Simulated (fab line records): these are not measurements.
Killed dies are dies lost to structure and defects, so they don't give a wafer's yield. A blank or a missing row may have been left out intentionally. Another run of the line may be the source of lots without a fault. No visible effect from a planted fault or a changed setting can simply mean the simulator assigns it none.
Split-lot trial | flow n5 finfet | 39 wafers read from 7 lots, route of 1938 steps

== THE SPLIT ==
At N5_SDB_ETCH_18 (etches SOC in N2/H2, target depth 100 nm, overetch 20 nm, time 150 s), the setting time s was moved away from the recipe's 150 s on 18 of the 39 wafers read, by -31.2% to +58.5%. All remaining wafers had this setting at the recipe value.

Reading taken at the split's own step.

== THE READING ==
SiARC_of_SDB_COAT_04.thk nm (the simulator's own value, which no gauge read), in nm, at N5_SDB_ETCH_18 (etches SOC in N2/H2, target depth 100 nm, overetch 20 nm, time 150 s). There is no usual value for it anywhere in the file. The 21 wafers here that ran the recipe average 12.8 nm, standard deviation 0.085 nm.

wafer  | tool, chamber at the split | time s as run, s | against the recipe | SiARC_of_SDB_COAT_04.thk nm, nm | against lot-mates on the recipe
L075.1 | rie diel-06, 3             | 237.8            | +58.5%             | 9.6                             | -3.2
L075.2 | rie diel-06, 1             | 237.8            | +58.5%             | 9.8                             | -3.0
L075.3 | rie diel-06, 2             | 237.8            | +58.5%             | 9.6                             | -3.2
L075.4 | rie diel-06, 1,2           | 150              | recipe             | 12.8                            | -
L075.5 | rie diel-06, 1,2           | 150              | recipe             | 12.8                            | -
L075.6 | rie diel-06, 3             | 150              | recipe             | 12.8                            | -
L078.1 | rie diel-04, 1             | 213.1            | +42.1%             | 10.4                            | -2.3
L078.2 | rie diel-04, 3             | 150              | recipe             | 12.8                            | -
L078.3 | rie diel-04, 0             | 213.1            | +42.1%             | 10.4                            | -2.3
L078.4 | rie diel-04, 2             | 213.1            | +42.1%             | 10.4                            | -2.3
L078.5 | rie diel-04, 3             | 150              | recipe             | 12.8                            | -
L078.6 | rie diel-04, 2             | 150              | recipe             | 12.6                            | -
L080.1 | rie diel-04, 3             | 150              | recipe             | 12.8                            | -
L080.5 | rie diel-04, 3             | 150              | recipe             | 12.8                            | -
L080.6 | rie diel-04, 0             | 150              | recipe             | 12.6                            | -
L081.1 | rie diel-05, 3             | 150              | recipe             | 12.8                            | -
L081.2 | rie diel-05, 1             | 150              | recipe             | 12.6                            | -
L081.3 | rie diel-05, 0             | 123.1            | -17.9%             | 13.8                            | +1.1
L081.4 | rie diel-05, 3             | 123.1            | -17.9%             | 13.8                            | +1.1
L081.5 | rie diel-05, 0             | 123.1            | -17.9%             | 13.8                            | +1.1
L081.6 | rie diel-05, 1             | 150              | recipe             | 12.8                            | -
L083.1 | rie diel-06, 3             | 103.2            | -31.2%             | 14.4                            | +1.6
L083.2 | rie diel-06, 1             | 150              | recipe             | 12.8                            | -
L083.3 | rie diel-06, 2             | 103.2            | -31.2%             | 14.4                            | +1.6
L083.4 | rie diel-06, 2             | 103.2            | -31.2%             | 14.4                            | +1.6
L083.5 | rie diel-06, 3             | 150              | recipe             | 12.8                            | -
L083.6 | rie diel-06, 1             | 150              | recipe             | 12.8                            | -
L091.1 | rie diel-05, 2,0           | 175              | +16.7%             | 11.8                            | -0.9
L091.6 | rie diel-05, 2,0           | 175              | +16.7%             | 11.8                            | -0.9
L091.2 | rie diel-05, 3             | 150              | recipe             | 12.8                            | -
L091.3 | rie diel-05, 1             | 150              | recipe             | 12.6                            | -
L091.4 | rie diel-05, 0             | 175              | +16.7%             | 11.8                            | -0.9
L091.5 | rie diel-05, 1             | 150              | recipe             | 12.6                            | -
L093.1 | rie diel-06, 3             | 150              | recipe             | 12.8                            | -
L093.2 | rie diel-06, 0             | 217.6            | +45.1%             | 10.6                            | -2.2
L093.3 | rie diel-06, 2             | 150              | recipe             | 12.8                            | -
L093.6 | rie diel-06, 2             | 150              | recipe             | 12.8                            | -
L093.4 | rie diel-06, 0             | 217.6            | +45.1%             | 10.6                            | -2.2
L093.5 | rie diel-06, 3             | 217.6            | +45.1%             | 10.4                            | -2.4
When a row names more than one chamber, that row covers several wafers, and the file does not tell which wafer ran in which chamber.

FIT RESULTS
A straight line over all 39 wafers: SiARC_of_SDB_COAT_04.thk nm changes by -0.053 nm for each +1% of time s; r = -1.00; the points scatter about the line by 0.1 nm.
The same after taking each lot's own level away (the mean of its wafers on the recipe; 39 wafers): -0.0532 nm for each +1%; r = -1.00; scatter 0.088 nm.
Per that fit: largest time s move, reading shift of 3.1 nm.
Measured against the standard deviation above, the lots' own levels, which go from 12.67 to 12.80 nm, span 1.6 times it.
So the lot-to-lot level changes the slope little: the two slopes agree.
Check: with one of the wafers moved furthest among these (+58.5%) left out of the fit, the line predicts -3.09 nm for it against its lot-mates. Against them it came out at -3.2 nm.

== FURTHER SPLITS ON THESE WAFERS ==
These wafers also went through other splits before the reading. Each is held against what the fit with the lots' levels taken away leaves over:
other split on the same wafers          | wafers away from the commonest value | r with SiARC_of_SDB_COAT_04.thk nm (lot level and that fit taken away)
N5_ZERO_LAYER_DEVELOP_10 develop time s | 15                                   | +0.13
N5_FIN_CUT_ETCH_21 time s               | 12                                   | -0.26
N5_SD_EPI_N_ETCH_45 target depth a      | 9                                    | +0.17

== THE WHOLE CHAIN: every reading that the file lists as answering this split, in the file's order ==
step           | what it does                                                         | reading                                                                      | change (the file's fit)                                                              | r (the file's)
N5_SDB_ETCH_18 | etches SOC in N2/H2, target depth 100 nm, overetch 20 nm, time 150 s | etch.depth nm (the simulator's own value, which no gauge read)               | not straight: 82.66 at the lowest setting, 100.2 at the recipe, 100.1 at the highest | not given
N5_SDB_ETCH_18 | etches SOC in N2/H2, target depth 100 nm, overetch 20 nm, time 150 s | SiARC_of_SDB_COAT_04.thk nm (the simulator's own value, which no gauge read) | -0.0531 nm for each +1% of the setting                                               | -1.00

== FILE'S OWN FIT ==
SiARC_of_SDB_COAT_04.thk nm changes by -0.0531 nm for each +1% of time s, r = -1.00.
